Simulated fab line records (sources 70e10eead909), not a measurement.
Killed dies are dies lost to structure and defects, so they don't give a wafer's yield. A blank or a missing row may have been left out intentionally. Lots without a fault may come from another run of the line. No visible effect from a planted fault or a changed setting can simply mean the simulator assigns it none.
A single fault, viewed from 2 desks + flow nand-harc + numbers are kept per desk, each desk with only its own; the story behind them comes last

FROM THE METROLOGY DESK
What the gauges read for every lot (on any tool): the sampled wafers with a number, averaged. A lot is out of limits, marked OUT, if its mean lies more than 4 standard deviations from the usual mean; the brackets give that distance.
Columns: A = thk-nm at NHARC_A_SGD_CUT_THK_MEAS_22, usual 148.1 nm
| lot  | first seen here | A               |
|------|-----------------|-----------------|
| L803 | day 19 23:14    | 146.6           |
| L806 | day 20 09:31    | 100.0 (-32) OUT |
| L810 | day 22 01:15    | 111.3 (-25) OUT |
| L818 | day 25 09:49    | 148.4           |
| L816 | day 25 09:49    | 148.4           |
| L817 | day 25 09:50    | 149.1           |
| L820 | day 26 17:37    | 149.3           |
| L821 | day 27 12:34    | 148.9           |
| L822 | day 27 12:34    | 149.9           |
| L823 | day 27 12:34    | 147.5           |
| L825 | day 28 20:06    | 148.4           |
| L826 | day 29 06:37    | 148.5           |
This desk finds L806, L810 out of limits, L806 being first, at day 20 09:31 (thk-nm at NHARC_A_SGD_CUT_THK_MEAS_22). In limits: L803, L818, L816, L817, L820, L821, L822, L823, L825, L826.

THE DEFECT DESK
Counts from the inspections along the route, per lot, as means over the sampled wafers that have a number. A lot is out of limits, marked OUT, if its mean lies more than 4 standard deviations from the usual mean; the brackets give that distance.
Columns: A = raw-defect-count at NHARC_A_STAIRCASE_INSPECT_155, usual 437
| lot  | first seen here | A   |
|------|-----------------|-----|
| L803 | day 19 15:56    | 482 |
| L806 | day 20 00:55    | 403 |
| L810 | day 21 15:56    | 689 |
| L818 | day 25 02:47    | 309 |
| L816 | day 25 02:50    | 549 |
| L817 | day 25 03:57    | 315 |
| L820 | day 26 10:20    | 398 |
| L823 | day 27 05:29    | 553 |
| L822 | day 27 06:26    | 367 |
| L821 | day 27 06:32    | 343 |
| L825 | day 28 10:11    | 457 |
| L826 | day 28 23:08    | 348 |
This desk's verdict: no lot among the 12 shows anything out of limits.

ALL TOGETHER
An alarm was possible from the metrology desk at day 20 09:31, on L806, L810.
The defect desk saw nothing out of limits.
The defect desk has L806, L810 on record, within its limits.
All the named lots went through NHARC_A_SGD_CUT_DEP_20 on fcvd-01.

WHAT THE SIMULATOR PUT IN
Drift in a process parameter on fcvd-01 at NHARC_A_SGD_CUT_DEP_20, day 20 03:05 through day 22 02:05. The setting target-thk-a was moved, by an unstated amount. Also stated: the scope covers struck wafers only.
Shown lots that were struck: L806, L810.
Per desk, hours elapsed from the start of the fault to the first reading out of limits: for the metrology desk, 6.
